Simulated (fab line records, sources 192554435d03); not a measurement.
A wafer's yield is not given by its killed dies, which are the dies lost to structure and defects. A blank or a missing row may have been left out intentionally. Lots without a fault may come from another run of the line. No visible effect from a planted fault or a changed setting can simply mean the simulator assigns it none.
The same fault as seen by 2 desks ; flow n5Finfet ; numbers are kept per desk, each desk with only its own; the story behind them comes last

DESK OF THE TOOL OWNER: pecvd-03
The tool's own readings at N5_BEOL_M6_ILD_DEP_00 (deposits SiCOH lowk from DEMS/porogen, target thk 179.75 nm, time 33.4 s): means of the sampled wafers that have a number, for each lot that ran on this tool. If a lot's mean is further than 4 standard deviations from the usual mean, the lot is out of limits and carries the mark OUT (the distance appears in the brackets).
Columns: A = heaterPowerW at N5_BEOL_M6_ILD_DEP_00, usual 290 W; B = rfFwdPowerW at N5_BEOL_M6_ILD_DEP_00, usual 495.1 W; C = showerheadPlenumPTorr at N5_BEOL_M6_ILD_DEP_00, usual 5.730 Torr; D = showerheadVppV at N5_BEOL_M6_ILD_DEP_00, usual 1380 V; E = throttleValvePct at N5_BEOL_M6_ILD_DEP_00, usual 13.8 %
lot;first seen here;A;B;C;D;E
L562;day 9 11:36;295;495.2;5.721;1334;13.4
L564;day 9 18:58;292;496.0;5.707;1348;13.2
L566;day 10 11:29;277;497.4;5.712;1321;13.0
L567;day 10 14:04;315;493.8;5.720;1302;13.4
L577;day 14 08:08;275;496.6;5.720;1359;13.3
L578;day 14 15:07;290;496.9;5.711;1369;13.2
This desk found nothing out of limits on any of the 6 lots.

AT THE METROLOGY DESK
What the gauges read for every lot (on any tool): the sampled wafers with a number, averaged. If a lot's mean is further than 4 standard deviations from the usual mean, the lot is out of limits and carries the mark OUT (the distance appears in the brackets).
Columns: A = M6_ILD_THK at N5_BEOL_M6_THK_MEAS_01, usual 154.2 nm
lot;first seen here;A
L559;day 8 11:19;154.8
L560;day 9 03:33;155.0
L562;day 9 12:11;153.5
L564;day 9 19:32;155.2
L566;day 10 12:04;156.7
L567;day 10 15:07;160.8
L577;day 14 08:43;152.7
L573;day 14 09:55;155.0
L578;day 14 15:43;152.4
L575;day 15 00:02;155.0
L581;day 15 10:18;155.2
This desk found nothing out of limits on any of the 11 lots.

PUT TOGETHER
Nothing out of limits was seen by the tool owner's desk.
At the metrology desk, nothing out of limits was observed.

WHAT HAD BEEN PUT IN BY THE SIMULATOR
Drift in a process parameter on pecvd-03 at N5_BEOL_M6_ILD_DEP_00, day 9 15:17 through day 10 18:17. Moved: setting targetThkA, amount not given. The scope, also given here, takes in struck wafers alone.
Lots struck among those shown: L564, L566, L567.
